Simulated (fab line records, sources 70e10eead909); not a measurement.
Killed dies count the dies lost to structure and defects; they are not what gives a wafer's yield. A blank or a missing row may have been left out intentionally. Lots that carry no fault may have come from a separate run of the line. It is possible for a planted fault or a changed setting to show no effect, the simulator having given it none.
Struck lot and sound lot, side by side | flow nand harc | 14 steps out of a route of 1302
Sound: wafers L668.3, L668.5, L668.6. Struck: wafers L677.3, L677.4, L677.5. Last of all comes the cause.
At each step with rows: each side's tool, then ch and its chambers, then its first start. Under that, the readings that differ: sound wafers | struck wafers | difference of the means | sigmas: that difference in standard deviations of wafers without a fault.
alike: readings whose means differ by less than 2 such deviations, and words and numbers that are the same on both sides. not compared: withheld readings, readings that some wafer has no value for, bounds like >300 that may hide the same value, and numbers for which the record gives no deviation and whose values overlap.
Wherever a step has rows on one side only, a row that says differs or no value, or a row with sigmas, the two part there. Non-overlapping numbers with no deviation appear without sigmas and do not part them. Lack of a reading on every wafer of one side parts them only where that side has two or more wafers.

NHARC_A_SOURCE_PLATE_THK_MEAS_09: measures by ellipsometry.
  sound on film metro-01, day 10 00:28; struck on film metro-02, day 13 18:47
  alike: thk nm
then, 3 steps without rows for these wafers: NHARC_A_SOURCE_PLATE_PVD_04 (deposits WSi2, target thk 50 nm); NHARC_A_SOURCE_PLATE_CVD_03 (deposits poly-Si, target thk 200 nm, time 4000 s); NHARC_A_SOURCE_PLATE_ANNEAL_05 (time 1800 s).
NHARC_A_SOURCE_PLATE_THK_MEAS_06: measures by ellipsometry.
  sound on film metro-02, day 10 16:58; struck on film metro-01, day 14 09:30
  alike: thk nm
NHARC_A_SOURCE_PLATE_INSPECT_08:
  sound on defect inspect-01, day 10 17:04; struck on defect inspect-01, day 14 09:37
  reading          | sound       | struck    | difference | sigmas
  raw defect count | 151 125 114 | 104 33 77 | -59        | -2
next comes 1 step that has no rows for these wafers: NHARC_A_ONON_D1_DEP_00 (target thickness 1000 nm).
NHARC_A_ONON_D1_THK_MEAS_02: measures by ellipsometry.
  sound on film metro-02, day 10 17:38; struck on film metro-02, day 14 10:11
  alike: thk nm
next comes 1 step that has no rows for these wafers: NHARC_A_ONON_D1_DEP_03 (target thickness 1000 nm).
NHARC_A_ONON_D1_THK_MEAS_05: measures by ellipsometry.
  sound on film metro-02, day 10 18:12; struck on film metro-02, day 14 10:45
  alike: thk nm
NHARC_A_ONON_D1_DEP_06: target thk 1000 nm.
  sound on pecvd onon-01 ch 0, day 10 18:22; struck on pecvd onon-01 ch 0, day 14 10:55
NHARC_A_ONON_D1_THK_MEAS_08: measures by ellipsometry.
  sound on film metro-01, day 10 18:46; struck on film metro-02, day 14 11:19
  reading     | sound       | struck         | difference | sigmas
  thk nm (nm) | 996 995 995 | 1660 1662 1664 | +667       | +89
next comes 1 step that has no rows for these wafers: NHARC_A_ONON_D1_DEP_09 (target thickness 1000 nm).
-- break in the record here, with 17 days between the starts of the struck wafers on either side (left off in module A_ONON_D1, picked up again in module END, where the first step shown is number 1302 on the route) --
NHARC_END_SORT_01:
  only the struck wafers appear in the record here, on prober-02 ch 0 at day 31 17:09; the sound ones have no rows

WHERE THEY PART
Last at NHARC_END_SORT_01 as far as this record goes, first at NHARC_A_SOURCE_PLATE_INSPECT_08.

WHY: whatever the simulator had introduced
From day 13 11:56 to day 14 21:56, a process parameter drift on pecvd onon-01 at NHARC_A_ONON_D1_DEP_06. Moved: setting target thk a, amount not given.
